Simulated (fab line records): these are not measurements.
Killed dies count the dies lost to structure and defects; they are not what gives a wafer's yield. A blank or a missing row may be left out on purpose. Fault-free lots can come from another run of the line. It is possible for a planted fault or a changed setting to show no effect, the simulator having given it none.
The same fault as seen by 2 desks | flow n5-finfet | every desk sees just its own numbers, and what lay behind them comes last

## THE METROLOGY DESK
What the gauges read, lot by lot, whatever tool the lot ran on: means of the sampled wafers that have a number. If a lot's mean is further than 4 standard deviations from the usual mean, the lot is out of limits and carries the mark OUT (the distance appears in the brackets). Of its 11 readings 7 are shown: those that lie furthest out on some lot.
Columns: A = DIBL_N at N5_BEOL_M4_RC_MEAS_101, usual 35.9 mV/V; B = IOFF_N at N5_BEOL_M4_RC_MEAS_101, usual 0.149 nA/um; C = ION_N at N5_BEOL_M4_RC_MEAS_101, usual 671 uA/um; D = ION_P at N5_BEOL_M4_RC_MEAS_101, usual 460 uA/um; E = SS_N at N5_BEOL_M4_RC_MEAS_101, usual 71.4 mV/dec; F = VT_N at N5_BEOL_M4_RC_MEAS_101, usual 251 mV; G = VT_P at N5_BEOL_M4_RC_MEAS_101, usual -251 mV
lot  | first seen here | A    | B     | C   | D   | E    | F   | G
L180 | day 3 21:38     | 34.6 | 0.124 | 658 | 450 | 70.4 | 253 | -257
L181 | day 4 01:37     | 35.7 | 0.145 | 669 | 459 | 71.0 | 253 | -250
L190 | day 6 12:10     | 37.8 | 0.195 | 686 | 466 | 71.8 | 246 | -250
L191 | day 7 00:36     | 35.9 | 0.147 | 662 | 463 | 71.3 | 251 | -249
L192 | day 7 01:17     | 36.3 | 0.152 | 669 | 455 | 71.0 | 249 | -255
L193 | day 7 07:17     | 34.6 | 0.127 | 663 | 458 | 71.0 | 254 | -251
L194 | day 7 15:02     | 36.0 | 0.149 | 669 | 456 | 71.7 | 252 | -251
L198 | day 8 15:40     | 35.5 | 0.125 | 669 | 458 | 71.0 | 253 | -255
L202 | day 9 12:33     | 38.2 | 0.190 | 687 | 470 | 71.7 | 247 | -247
This desk's verdict: no lot among the 9 shows anything out of limits.

## THE TOOL OWNER'S DESK: rie-diel-06
The tool's own readings at N5_HKMG_FIN_ETCH_58 (etches SOC in N2/H2, target depth 215.8 nm, time 741 s): means of the sampled wafers that have a number, for each lot that ran on this tool. If a lot's mean is further than 4 standard deviations from the usual mean, the lot is out of limits and carries the mark OUT (the distance appears in the brackets).
Columns: A = drypump-motor-current-A at N5_HKMG_FIN_ETCH_58, usual 5.8 A; B = oes-product-au at N5_HKMG_FIN_ETCH_58, usual 0.78 a.u.; C = rf-vpp-V at N5_HKMG_FIN_ETCH_58, usual 99.4 V; D = showerhead-plenum-p-Torr at N5_HKMG_FIN_ETCH_58, usual 2.59 Torr; E = throttle-valve-pct at N5_HKMG_FIN_ETCH_58, usual 17.85 %
lot  | first seen here | A   | B    | C     | D    | E
L180 | day 3 23:39     | 5.6 | 0.76 | 100.2 | 2.62 | 17.72
L190 | day 6 14:10     | 5.9 | 0.94 | 99.4  | 2.57 | 17.95
L191 | day 7 02:33     | 5.8 | 0.95 | 99.7  | 2.55 | 17.89
This desk's verdict: no lot among the 3 shows anything out of limits.

## BROUGHT TOGETHER
The metrology desk saw nothing out of limits.
The desk of the tool owner found nothing out of limits.

## WHAT HAD BEEN PUT IN BY THE SIMULATOR
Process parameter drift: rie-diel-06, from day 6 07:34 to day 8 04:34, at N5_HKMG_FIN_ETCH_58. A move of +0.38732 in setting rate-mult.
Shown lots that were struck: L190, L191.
